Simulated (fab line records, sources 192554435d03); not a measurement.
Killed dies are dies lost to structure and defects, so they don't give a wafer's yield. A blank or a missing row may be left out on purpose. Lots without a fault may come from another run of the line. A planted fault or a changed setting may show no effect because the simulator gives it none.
fab line records | flow n5_finfet | part 1 of 2: steps 1 to 17 of 26
record lots=5 wafers=15 last_day=19
route steps=1938 shown BEOL_M15@1795
lots that met no fault: from a run of the same line without faults
start_h: hours from the record's first day to the start of the lot's first wafer shown | wait_h: hours since the lot's step before | " the same as in the row above | L1.1+2: a row that stands for several wafers | - no value, or no start given | * or withheld: withheld | < > ~ a bound
route shown NAME@n: a module of which the file shows steps, and the number in the route of the first | usual: mean/standard deviation of fault-free wafers | same: alike in all rows | chamber/n: place in a boat | sites: the reading at each site | _std_site: their standard deviation | _edge_site: outer sites' mean less inner sites' | radius_mm: how far each site lies from the wafer's centre | mask NAME#n: copy n | behind: the tool/chamber that last shaped the wafer | hold: why the lot was held/for how many hours/how that ended | device: the transistor (n, p or np) that didn't switch | end of line: the same wafers' tests at the end of the route | a step without rows: its recipe alone | killed: dies lost to structure and defects at the first sort, not the wafer's yield | map: a wafer's dies, x killed, . not, _ none there
set.NAME: the setting as run; set.NAME@STEP: as run at that earlier step | model.NAME: the simulator's own value behind a step, which no gauge read
lots at some steps of the route; a table a step, a row a wafer
services: from which hour (start_h, from the record's first day; less than 0 if before it) a tool's chamber was out of use, for how many hours, and why
## steps
# step N5_BEOL_M15_ETCH_57
# recipe chemistry=N2/H2 target=SOC source_w=3000 bias_w=350 time_s=750 ion_energy_ev=200 pressure_mtorr=30 n2_flow_sccm=200 h2_flow_sccm=200
# usual drypump_motor_current_A=5.9/0.51 n2_flow_sccm=200.0/0.65 oes_product_au=0.78/0.075 rf_vpp_V=524.2/2.2 showerhead_plenum_p_Torr=2.55/0.079 throttle_valve_pct=17.74/0.25
# columns lot.wafer tool chamber start_h wait_h drypump_motor_current_A n2_flow_sccm oes_product_au rf_hours_counter_h rf_vpp_V showerhead_plenum_p_Torr throttle_valve_pct
L075.1 rie_diel-01 2 289.56 - 5.9 199.1 0.76 134 527.2 2.65 17.74
L075.3 " 0 " " 6.0 200.6 0.69 206 525.0 2.52 18.01
L075.6 " 0 " " 6.0 200.3 0.69 - 522.6 2.52 18.03
L080.2 rie_diel-06 3 314.11 - 6.0 200.3 0.73 187 523.7 2.52 17.67
L080.4 " 1 " " 5.2 200.3 0.86 53 524.9 2.59 17.95
L080.5 " 1 " " 5.2 200.5 0.86 - 524.9 2.59 17.96
L082.1 rie_diel-01 0 354.72 - 6.1 199.9 0.68 224 523.8 2.52 18.02
L082.2 " 1 " " 5.8 199.8 0.68 241 520.8 2.41 18.06
L082.4 " 3 " " 6.3 200.3 0.81 93 522.3 2.45 17.37
L090.1 rie_diel-01 2 394.19 - 5.9 201.0 0.74 168 526.4 2.63 17.81
L090.2 " 3 " " 6.3 200.5 0.80 109 521.9 2.44 17.40
L090.6 " 2 " " 5.8 200.3 0.73 - 526.9 2.63 17.81
L097.1 rie_diel-01 1 430.42 - 5.8 200.0 0.95 9 529.9 2.73 17.64
L097.2 " 3 " " 6.3 199.7 0.77 133 519.3 2.43 17.45
L097.6 " 2 " " 5.9 199.1 0.70 - 526.4 2.62 17.85
# step N5_BEOL_M15_COAT_60
# recipe resist=BARC temp_c=205 time_s=60 spin_rpm=1500 resist_thk_nm=89
# usual chill_plate_temp_C=23.02/0.1 resist_line_temp_C=22.99/0.11
# columns lot.wafer tool chamber start_h wait_h chill_plate_temp_C resist_line_temp_C
L075.1 litho_track-03 0 290.06 0.3 23.21 22.81
L075.3 " 0 " " 23.25 22.79
L075.6 " 0 " " 22.98 23.01
L080.2 litho_track-01 0 314.62 0.3 23.02 23.01
L080.4 " 0 " " 23.11 23.05
L080.5 " 0 " " 23.02 22.97
L082.1 litho_track-05 0 355.22 0.3 23.03 22.89
L082.2 " 0 " " 23.03 23.02
L082.4 " 0 " " 23.07 23.01
L090.1 litho_track-01 0 394.69 0.3 23.17 23.03
L090.2 " 0 " " 22.99 22.89
L090.6 " 0 " " 23.07 23.03
L097.1 litho_track-05 0 430.92 0.3 22.86 23.15
L097.2 " 0 " " 22.89 23.12
L097.6 " 0 " " 22.88 23.03
# step N5_BEOL_M15_COAT_22
# recipe spin_rpm=1704 resist_thk_nm=800
# usual chill_plate_temp_C=23.00/0.12 resist_line_temp_C=23.02/0.11
# columns lot.wafer tool chamber start_h wait_h chill_plate_temp_C resist_line_temp_C
L075.1 litho_track-03 0 - - 22.94 23.12
L075.3 " 0 " " 22.85 23.18
L075.6 " 0 " " 22.89 23.16
L080.2 litho_track-01 0 - - 23.26 23.06
L080.4 " 0 " " 23.06 23.10
L080.5 " 0 " " 22.98 23.19
L082.1 litho_track-05 0 - - 23.08 23.14
L082.2 " 0 " " 23.12 22.98
L082.4 " 0 " " 23.15 22.88
L090.1 litho_track-01 0 - - 22.94 23.00
L090.2 " 0 " " 22.80 23.00
L090.6 " 0 " " 22.81 23.11
L097.1 litho_track-05 0 - - 23.05 23.01
L097.2 " 0 " " 22.99 22.97
L097.6 " 0 " " 23.11 22.95
# step N5_BEOL_M15_EBR_24
# recipe solvent=PGMEA ebr_width_mm=1.5
# usual chill_plate_temp_C=22.98/0.12 resist_line_temp_C=22.99/0.12
# columns lot.wafer tool chamber start_h wait_h chill_plate_temp_C resist_line_temp_C
L075.1 litho_track-03 0 - - 22.92 23.08
L075.3 " 0 " " 22.98 23.07
L075.6 " 0 " " 22.98 23.21
L080.2 litho_track-01 0 - - 22.99 23.17
L080.4 " 0 " " 22.94 23.07
L080.5 " 0 " " 22.90 23.03
L082.1 litho_track-05 0 - - 22.64 23.12
L082.2 " 0 " " 22.87 23.14
L082.4 " 0 " " 22.83 22.98
L090.1 litho_track-01 0 - - 22.84 22.94
L090.2 " 0 " " 22.79 23.14
L090.6 " 0 " " 22.88 22.87
L097.1 litho_track-05 0 - - 23.08 22.98
L097.2 " 0 " " 23.00 23.15
L097.6 " 0 " " 23.20 22.99
# step N5_BEOL_M15_SOFTBAKE_23
# recipe temp_c=130 time_s=60
# usual chill_plate_temp_C=22.99/0.11 resist_line_temp_C=23.02/0.11
# columns lot.wafer tool chamber start_h wait_h chill_plate_temp_C resist_line_temp_C
L075.1 litho_track-03 0 - - 22.83 23.13
L075.3 " 0 " " 22.88 23.05
L075.6 " 0 " " 23.01 22.99
L080.2 litho_track-01 0 - - 22.98 23.00
L080.4 " 0 " " 23.02 22.88
L080.5 " 0 " " 22.87 22.85
L082.1 litho_track-05 0 - - 23.03 23.15
L082.2 " 0 " " 23.15 23.21
L082.4 " 0 " " 23.09 23.16
L090.1 litho_track-01 0 - - 22.84 22.82
L090.2 " 0 " " 22.79 22.94
L090.6 " 0 " " 23.04 22.86
L097.1 litho_track-05 0 - - 22.85 23.01
L097.2 " 0 " " 23.07 23.08
L097.6 " 0 " " 23.09 23.02
# step N5_BEOL_M15_EXPOSE_25
# recipe mask_id=M15 na=0.8 source_shape=annular sigma_inner=0.5 sigma_outer=0.8 polarization=unpolarized target_cd_nm=400 dose_mj=35.5
# usual reticle_temp_C=23.00/0.1
# columns lot.wafer tool chamber start_h wait_h mask reticle_temp_C
L075.1 krf_scanner-01 0 290.29 - M15#0 23.04
L075.3 " 0 " " M15#0 23.04
L075.6 " 0 " " M15#0 22.94
L080.2 krf_scanner-02 0 314.72 - M15#0 23.07
L080.4 " 0 " " M15#0 23.02
L080.5 " 0 " " M15#0 23.13
L082.1 krf_scanner-02 0 355.32 - M15#0 23.01
L082.2 " 0 " " M15#0 22.99
L082.4 " 0 " " M15#0 23.00
L090.1 krf_scanner-02 0 394.92 - M15#0 22.99
L090.2 " 0 " " M15#0 22.92
L090.6 " 0 " " M15#0 23.15
L097.1 krf_scanner-02 0 431.02 - M15#0 23.15
L097.2 " 0 " " M15#0 22.88
L097.6 " 0 " " M15#0 22.97
# step N5_BEOL_M15_PEB_26
# recipe peb_temp_c=130 peb_time_s=90
# usual chill_plate_temp_C=23.03/0.11 resist_line_temp_C=22.99/0.1
# columns lot.wafer tool chamber start_h wait_h chill_plate_temp_C resist_line_temp_C
L075.1 litho_track-05 0 290.35 0.1 22.97 22.94
L075.3 " 0 " " 23.04 23.10
L075.6 " 0 " " 23.10 22.83
L080.2 litho_track-01 0 314.77 0.0 23.19 23.13
L080.4 " 0 " " 23.09 22.99
L080.5 " 0 " " 23.03 23.16
L082.1 litho_track-01 0 355.38 0.1 23.02 22.81
L082.2 " 0 " " 23.06 22.94
L082.4 " 0 " " 23.15 22.96
L090.1 litho_track-01 0 394.97 0.1 23.00 22.93
L090.2 " 0 " " 23.11 23.06
L090.6 " 0 " " 22.98 23.03
L097.1 litho_track-05 0 431.08 0.1 22.84 22.90
L097.2 " 0 " " 22.82 23.00
L097.6 " 0 " " 22.81 22.96
# step N5_BEOL_M15_DEVELOP_27
# recipe develop_time_s=45 rinse_liquid=diw dry=air_spin dev_temp_c=21
# usual chill_plate_temp_C=23.03/0.098 resist_line_temp_C=22.99/0.11
# columns lot.wafer tool chamber start_h wait_h chill_plate_temp_C resist_line_temp_C
L075.1 litho_track-05 0 - - 23.11 22.88
L075.3 " 0 " " 22.88 22.94
L075.6 " 0 " " 22.93 22.88
L080.2 litho_track-01 0 - - 22.94 22.81
L080.4 " 0 " " 23.02 22.96
L080.5 " 0 " " 22.96 22.91
L082.1 litho_track-01 0 - - 23.13 22.93
L082.2 " 0 " " 23.25 23.03
L082.4 " 0 " " 23.31 22.93
L090.1 litho_track-01 0 - - 23.01 23.03
L090.2 " 0 " " 23.12 23.10
L090.6 " 0 " " 23.08 23.02
L097.1 litho_track-05 0 - - 23.15 22.98
L097.2 " 0 " " 23.15 22.89
L097.6 " 0 " " 22.90 22.80
# step N5_BEOL_M15_HARDBAKE_32
# recipe temp_c=130 time_s=120
# usual chill_plate_temp_C=22.98/0.095 resist_line_temp_C=22.97/0.11
# columns lot.wafer tool chamber start_h wait_h chill_plate_temp_C resist_line_temp_C
L075.1 litho_track-05 0 - - 23.00 22.84
L075.3 " 0 " " 22.94 22.87
L075.6 " 0 " " 22.98 22.92
L080.2 litho_track-01 0 - - 22.99 23.02
L080.4 " 0 " " 23.06 23.03
L080.5 " 0 " " 22.96 23.18
L082.1 litho_track-01 0 - - 23.02 23.00
L082.2 " 0 " " 23.03 23.16
L082.4 " 0 " " 22.87 22.91
L090.1 litho_track-01 0 - - 23.04 23.09
L090.2 " 0 " " 23.15 23.01
L090.6 " 0 " " 23.06 23.16
L097.1 litho_track-05 0 - - 23.16 22.94
L097.2 " 0 " " 23.07 23.02
L097.6 " 0 " " 23.14 22.96
# step N5_BEOL_M15_CD_MEAS_28
# recipe target_cd_nm=407.6 landing_energy_ev=500 detector=se_inlens
# usual cd_nm=408.1/1.8
# columns lot.wafer tool chamber start_h wait_h cd_nm
L075.1 cd_sem-01 0 290.46 - 408.7
L075.3 " 0 " " 409.3
L075.6 " 0 " " 407.4
L080.2 cd_sem-01 0 314.89 - 408.8
L080.4 " 0 " " 411.2
L080.5 " 0 " " 410.1
L082.1 cd_sem-02 0 355.49 - 407.0
L082.2 " 0 " " 407.4
L082.4 " 0 " " 408.5
L090.1 cd_sem-01 0 395.09 - 405.0
L090.2 " 0 " " 407.5
L090.6 " 0 " " 409.6
L097.1 cd_sem-03 0 431.19 - 409.7
L097.2 " 0 " " 409.4
L097.6 " 0 " " 409.5
# step N5_BEOL_M15_OVL_MEAS_29
# recipe points_per_wafer=44
# usual M15_OVL=1/4.6
# columns lot.wafer tool chamber start_h wait_h M15_OVL[nm]
L075.1 overlay-02 0 290.49 0.0 -1
L075.3 " 0 " " 6
L075.6 " 0 " " -2
L080.2 overlay-02 0 314.92 0.0 3
L080.4 " 0 " " 4
L080.5 " 0 " " 3
L082.1 overlay-02 0 355.52 0.0 4
L082.2 " 0 " " 4
L082.4 " 0 " " 4
L090.1 overlay-02 0 395.12 0.0 2
L090.2 " 0 " " 3
L090.6 " 0 " " 2
L097.1 overlay-01 0 431.22 0.0 -8
L097.2 " 0 " " -7
L097.6 " 0 " " -6
# step N5_BEOL_M15_INSPECT_30
# recipe mode=adi inspect_instrument=macro
# usual raw_defect_count=2.2/1.6
# columns lot.wafer tool chamber start_h wait_h raw_defect_count
L075.1 defect_inspect-01 - 290.51 0.0 1
L075.3 " - " " 4
L075.6 " - " " 1
L080.2 defect_inspect-01 - 314.94 0.0 1
L080.4 " - " " 2
L080.5 " - " " 2
L082.1 defect_inspect-02 - 355.55 0.0 1
L082.2 " - " " 3
L082.4 " - " " 1
L090.1 defect_inspect-01 - 395.14 0.0 1
L090.2 " - " " 1
L090.6 " - " " 1
L097.1 defect_inspect-02 - 431.25 0.0 4
L097.2 " - " " 0
L097.6 " - " " 2
# step N5_BEOL_M15_DESCUM_33
# recipe chemistry=O2 time_s=7.9 source_power_w=50 bias_power_w=20 pressure_mtorr=20 rf_frequency_hz=2.712e+07 temp_c=40 o2_flow_sccm=225
# usual drypump_motor_current_A=5.6/0.54 oes_product_au=0.76/0.064 rf_vpp_V=243.1/1.4 showerhead_plenum_p_Torr=2.09/0.068 throttle_valve_pct=20.51/0.24
# columns lot.wafer tool chamber start_h wait_h drypump_motor_current_A oes_product_au rf_hours_counter_h rf_vpp_V showerhead_plenum_p_Torr throttle_valve_pct
L075.1 rie_diel-01 0 291.22 0.7 6.0 0.69 207 244.0 2.10 20.83
L075.3 " 3 " " 6.3 0.83 74 242.3 2.04 20.17
L075.6 " 1 " " 5.8 0.69 - 240.7 1.99 20.67
L080.2 rie_diel-03 1 314.98 0.0 5.0 0.80 131 241.8 2.01 20.77
L080.4 " 3 " " 4.7 0.74 165 240.9 2.01 20.56
L080.5 " 1 " " 5.0 0.79 - 242.9 2.01 20.76
L082.1 rie_diel-01 2 355.58 0.0 5.8 0.73 152 245.0 2.19 20.62
L082.2 " 3 " " 6.2 0.80 93 241.6 2.03 20.20
L082.4 " 0 " " 6.0 0.68 225 241.9 2.09 20.85
L090.1 rie_diel-01 3 396.12 1.0 6.2 0.79 110 243.7 2.03 20.21
L090.2 " 0 " " 6.0 0.67 240 243.0 2.08 20.89
L090.6 " 2 " " 5.9 0.72 - 243.6 2.19 20.65
L097.1 rie_diel-03 1 431.28 0.0 5.0 0.77 153 241.1 2.01 20.79
L097.2 " 2 " " 5.1 0.74 144 243.6 2.11 20.57
L097.6 " 1 " " 5.0 0.77 - 241.8 2.01 20.81
# step N5_BEOL_M15_ETCH_61
# recipe chemistry=N2/H2 target=BARC target_depth_a=890 overetch_a=267 time_s=67.9 ion_energy_ev=200 pressure_mtorr=30 source_w=840 bias_w=150 n2_flow_sccm=200 h2_flow_sccm=200
# usual drypump_motor_current_A=5.6/0.54 n2_flow_sccm=200.1/0.59 oes_product_au=0.65/0.052 rf_vpp_V=523.6/2.3 showerhead_plenum_p_Torr=2.53/0.083 throttle_valve_pct=17.92/0.23
# columns lot.wafer tool chamber start_h wait_h drypump_motor_current_A n2_flow_sccm oes_product_au rf_hours_counter_h rf_vpp_V showerhead_plenum_p_Torr throttle_valve_pct
L075.1 rie_diel-01 0 291.25 0.0 6.0 200.3 0.60 207 522.7 2.52 18.12
L075.3 " 3 " " 6.3 199.8 0.70 74 521.7 2.45 17.46
L075.6 " 1 " " 5.8 201.9 0.59 - 519.9 2.42 18.13
L080.2 rie_diel-03 1 315.01 0.0 5.0 200.5 0.67 131 520.9 2.45 18.16
L080.4 " 3 " " 4.7 200.2 0.63 165 520.6 2.43 18.10
L080.5 " 1 " " 5.0 199.6 0.66 - 520.9 2.45 18.17
L082.1 rie_diel-01 2 355.61 0.0 5.9 199.9 0.64 152 526.7 2.64 17.89
L082.2 " 3 " " 6.3 200.0 0.69 93 523.0 2.45 17.47
L082.4 " 0 " " 6.0 198.9 0.59 225 524.0 2.52 18.15
L090.1 rie_diel-01 3 396.16 0.0 6.2 200.9 0.68 110 520.4 2.44 17.50
L090.2 " 0 " " 6.0 200.3 0.57 240 523.1 2.51 18.18
L090.6 " 2 " " 5.9 200.5 0.63 - 527.0 2.63 17.94
L097.1 rie_diel-03 1 431.32 0.0 5.0 200.1 0.65 153 522.7 2.44 18.18
L097.2 " 2 " " 5.1 200.8 0.64 144 523.8 2.56 17.99
L097.6 " 1 " " 5.0 200.6 0.65 - 521.5 2.44 18.20
# step N5_BEOL_M15_TRENCH_ETCH_34
# recipe chemistry=C4F8/O2/Ar target=SiO2 target_depth_a=8729.3 he_inner_torr=15 he_outer_torr=30 time_s=199 ion_energy_ev=800 pressure_mtorr=20 source_w=1905 bias_w=2040 Ar_flow_sccm=400 C4F8_flow_sccm=16 O2_flow_sccm=12
# usual C4F8_flow_sccm=16.00/0.044 drypump_motor_current_A=5.6/0.54 he_inner_torr=15.00/0.031 oes_product_au=0.76/0.067 rf_vpp_V=2235/23 showerhead_plenum_p_Torr=3.42/0.11 throttle_valve_pct=30.90/0.27
# columns lot.wafer tool chamber start_h wait_h C4F8_flow_sccm drypump_motor_current_A he_inner_torr oes_product_au rf_hours_counter_h rf_vpp_V showerhead_plenum_p_Torr throttle_valve_pct
L075.1 rie_diel-01 0 291.30 0.0 16.00 6.1 14.98 0.68 207 2263 3.40 31.00
L075.3 " 3 " " 15.97 6.2 15.07 0.83 74 2237 3.33 30.44
L075.6 " 1 " " 16.00 5.8 15.03 0.69 - 2223 3.29 31.17
L080.2 rie_diel-03 1 315.07 0.0 16.00 5.0 14.99 0.80 131 2240 3.31 31.23
L080.4 " 3 " " 15.90 4.7 14.99 0.74 165 2205 3.30 31.05
L080.5 " 1 " " 16.01 5.0 15.04 0.79 - 2240 3.31 31.25
L082.1 rie_diel-01 2 355.67 0.0 15.91 5.9 15.03 0.74 152 2250 3.57 30.89
L082.2 " 3 " " 16.00 6.2 14.97 0.82 93 2235 3.32 30.47
L082.4 " 0 " " 16.00 6.1 15.00 0.67 225 2263 3.39 31.02
L090.1 rie_diel-01 3 396.21 0.0 16.04 6.3 14.99 0.79 111 2235 3.31 30.46
L090.2 " 0 " " 16.04 6.1 15.00 0.67 240 2261 3.38 31.02
L090.6 " 2 " " 16.02 5.9 15.03 0.73 - 2251 3.56 30.92
L097.1 rie_diel-03 1 431.37 0.0 16.05 5.0 15.01 0.76 153 2238 3.29 31.24
L097.2 " 2 " " 16.04 5.1 14.99 0.75 144 2205 3.45 30.96
L097.6 " 1 " " 15.99 5.0 14.93 0.77 - 2238 3.29 31.24
# step N5_BEOL_M15_STRIP_36
# recipe chemistry=O2 power_w=600 temp_c=60 pressure_mtorr=30 rf_frequency_hz=6e+07 bias_power_w=0 overash_fraction=0.3 o2_flow_sccm=225
# usual drypump_motor_current_A=5.8/0.48 oes_product_au=0.76/0.068 rf_vpp_V=3.7/1.1 showerhead_plenum_p_Torr=2.10/0.065 throttle_valve_pct=16.74/0.25
# columns lot.wafer tool chamber start_h wait_h drypump_motor_current_A oes_product_au rf_hours_counter_h rf_vpp_V showerhead_plenum_p_Torr throttle_valve_pct
L075.1 rie_diel-01 0 295.86 4.4 6.1 0.69 209 3.3 2.10 17.05
L075.3 " 1 " " 5.8 0.69 227 2.4 2.00 16.92
L075.6 " 1 " " 5.8 0.69 - 2.3 2.00 16.93
L080.2 rie_diel-06 3 317.32 2.1 5.9 0.72 188 3.9 2.10 16.75
L080.4 " 0 " " 6.6 0.85 74 3.7 2.12 16.14
L080.5 " 3 " " 5.9 0.72 - 4.1 2.10 16.75
L082.1 rie_diel-06 1 355.89 0.0 5.2 0.84 65 2.1 2.13 16.78
L082.2 " 3 " " 6.0 0.72 197 4.2 2.10 16.73
L082.4 " 0 " " 6.6 0.83 84 4.0 2.11 16.14
L090.1 rie_diel-01 2 396.68 0.3 5.8 0.72 170 6.1 2.19 16.88
L090.2 " 3 " " 6.3 0.79 111 4.8 2.03 16.46
L090.6 " 0 " " 6.0 0.67 - 3.9 2.09 17.11
L097.1 rie_diel-06 0 433.65 2.1 6.6 0.82 117 3.5 2.10 16.23
L097.2 " 3 " " 6.0 0.70 228 3.4 2.09 16.79
L097.6 " 3 " " 5.9 0.70 - 4.5 2.09 16.80
# step N5_BEOL_M15_STRIP_62
# recipe chemistry=O2 power_w=600 temp_c=60 pressure_mtorr=30 rf_frequency_hz=6e+07 bias_power_w=0 overash_fraction=0.3 o2_flow_sccm=225
# usual drypump_motor_current_A=5.8/0.48 oes_product_au=0.76/0.069 rf_vpp_V=3.6/0.47 showerhead_plenum_p_Torr=2.10/0.065 throttle_valve_pct=16.75/0.25
# columns lot.wafer tool chamber start_h wait_h drypump_motor_current_A oes_product_au rf_hours_counter_h rf_vpp_V showerhead_plenum_p_Torr throttle_valve_pct
L075.1 rie_diel-01 0 - - 6.0 0.69 209 3.1 2.10 17.04
L075.3 " 1 " " 5.8 0.69 227 3.9 1.99 16.93
L075.6 " 1 " " 5.8 0.68 - 3.8 2.00 16.93
L080.2 rie_diel-06 3 - - 6.0 0.72 188 3.2 2.10 16.73
L080.4 " 0 " " 6.6 0.85 74 3.1 2.12 16.14
L080.5 " 3 " " 6.0 0.72 - 3.1 2.10 16.75
L082.1 rie_diel-06 1 - - 5.2 0.84 65 3.3 2.13 16.80
L082.2 " 3 " " 6.0 0.71 197 3.3 2.10 16.75
L082.4 " 0 " " 6.6 0.84 84 4.4 2.11 16.15
L090.1 rie_diel-01 2 - - 5.9 0.72 170 3.5 2.19 16.90
L090.2 " 3 " " 6.3 0.79 111 4.2 2.03 16.47
L090.6 " 0 " " 6.0 0.67 - 3.4 2.09 17.09
L097.1 rie_diel-06 0 - - 6.6 0.80 117 3.5 2.10 16.23
L097.2 " 3 " " 5.9 0.69 228 4.1 2.09 16.81
L097.6 " 3 " " 6.0 0.69 - 4.2 2.09 16.81
